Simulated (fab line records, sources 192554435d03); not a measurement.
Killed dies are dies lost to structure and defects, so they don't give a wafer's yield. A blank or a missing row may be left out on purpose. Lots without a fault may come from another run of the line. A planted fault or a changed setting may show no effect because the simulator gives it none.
Split-lot experiment | flow n5_finfet | 7 lots, 21 wafers read, on a route of 1938 steps

THE SPLIT
At N5_BEOL_M7_PECVD_70 (deposits SiO2 from TEOS/O2, target thk 20 nm, time 22.7 s), the setting temp_c was moved away from the recipe's 400 C on 6 of the 21 wafers read, by -4.2% to -1.7%. The other wafers ran this setting at the recipe's value.

FROM THE SPLIT TO THE READING: what the file shows between them, 4 steps
- N5_BEOL_M7_TRENCH_ETCH_37: etches SiCOH lowk in C4F6/O2, target depth 93.478 nm, time 31.2 s (also split here: source_w)
- N5_BEOL_M7_ETCH_41: etches SiCN in CH3F/O2, target depth 31.9 nm, time 57.8 s
- N5_BEOL_M7_STRIP_80: strips in N2/H2, time 10 s
- N5_BEOL_M7_OCD_MEAS_38

THE READING
SiO2_of_BEOL_M7_PECVD_70.thk_nm (the simulator's own value, which no gauge read), in nm, at N5_BEOL_M7_HM_STRIP_39 (strips TiN in peroxide tin strip, target depth 25 nm, time 158 s). The file gives no usual value for it. The 15 wafers here that ran the recipe average 20.0 nm, standard deviation 0.29 nm.

wafer  | tool, chamber at the split | temp_c as run, C | against the recipe | SiO2_of_BEOL_M7_PECVD_70.thk_nm, nm | against lot-mates on the recipe
L078.1 | pecvd-01, 1                | 400              | recipe             | 19.6                                | -
L078.3 | pecvd-01, 2,1              | 400              | recipe             | 19.8                                | -
L078.5 | pecvd-01, 2,1              | 400              | recipe             | 20                                  | -
L079.3 | pecvd-02, 1                | 400              | recipe             | 20                                  | -
L079.4 | pecvd-02, 2                | 400              | recipe             | 19.8                                | -
L079.6 | pecvd-02, 1                | 400              | recipe             | 20.4                                | -
L081.3 | pecvd-01, 1                | 400              | recipe             | 19.8                                | -
L081.4 | pecvd-01, 2                | 400              | recipe             | 20                                  | -
L081.6 | pecvd-01, 0                | 383.4            | -4.2%              | 22.2                                | +2.3
L085.1 | pecvd-04, 2                | 386.1            | -3.5%              | 22                                  | +1.8
L085.2 | pecvd-04, 0                | 400              | recipe             | 20.2                                | -
L085.3 | pecvd-04, 1                | 386.1            | -3.5%              | 22.4                                | +2.2
L089.1 | pecvd-02, 1                | 393.1            | -1.7%              | 21                                  | +0.8
L089.3 | pecvd-02, 2                | 393.1            | -1.7%              | 20.6                                | +0.4
L089.4 | pecvd-02, 2                | 400              | recipe             | 20.2                                | -
L092.2 | pecvd-02, 1                | 400              | recipe             | 20                                  | -
L092.5 | pecvd-02, 1                | 400              | recipe             | 20                                  | -
L092.3 | pecvd-02, 2                | 400              | recipe             | 19.4                                | -
L093.1 | pecvd-04, 2                | 391.3            | -2.2%              | 21                                  | +0.6
L093.4 | pecvd-04, 0                | 400              | recipe             | 20.6                                | -
L093.6 | pecvd-04, 2                | 400              | recipe             | 20.2                                | -
Where a row lists several chambers, the file gives one row for several wafers and doesn't say which wafer went through which chamber.

THE FIT
A straight line over all 21 wafers: SiO2_of_BEOL_M7_PECVD_70.thk_nm changes by -0.569 nm for each +1% of temp_c; r = -0.94; the points scatter about the line by 0.3 nm.
The same after taking each lot's own level away (the mean of its wafers on the recipe; 21 wafers): -0.526 nm for each +1%; r = -0.94; scatter 0.26 nm.
On that fit, the largest move of temp_c shifts the reading by 2.2 nm.
The lots' own levels span 19.80 to 20.40 nm, that is 2.1 times the standard deviation above.
So the lot-to-lot level changes the slope little: the two slopes agree.
Check: with one of the wafers moved furthest among these (-4.2%) left out of the fit, the line predicts +2.07 nm for it against its lot-mates. It came out at +2.3 nm against them.

OTHER SPLITS ON THESE WAFERS
These wafers also went through other splits before the reading. Each is held against what the fit with the lots' levels taken away leaves over:
other split on the same wafers     | wafers away from the commonest value | r with SiO2_of_BEOL_M7_PECVD_70.thk_nm (lot level and that fit taken away)
N5_BEOL_M5_ETCH_68 bias_w          | 9                                    | -0.37
N5_BEOL_M5_ETCH_41 source_w        | 7                                    | -0.07
N5_BEOL_M7_TRENCH_ETCH_37 source_w | 12                                   | +0.37

THE WHOLE CHAIN: every reading that the file lists as answering this split, in the file's order
step                   | what it does                                                     | reading                                                                          | change (the file's fit)               | r (the file's)
N5_BEOL_M7_PECVD_70    | deposits SiO2 from TEOS/O2, target thk 20 nm, time 22.7 s        | SiO2_of_BEOL_M7_PECVD_70.thk_nm (the simulator's own value, which no gauge read) | -0.528 nm for each +1% of the setting | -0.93
N5_BEOL_M7_HM_STRIP_39 | strips TiN in peroxide tin strip, target depth 25 nm, time 158 s | SiO2_of_BEOL_M7_PECVD_70.thk_nm (the simulator's own value, which no gauge read) | -0.509 nm for each +1% of the setting | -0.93

THE FILE'S OWN FIT
SiO2_of_BEOL_M7_PECVD_70.thk_nm changes by -0.509 nm for each +1% of temp_c, r = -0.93.
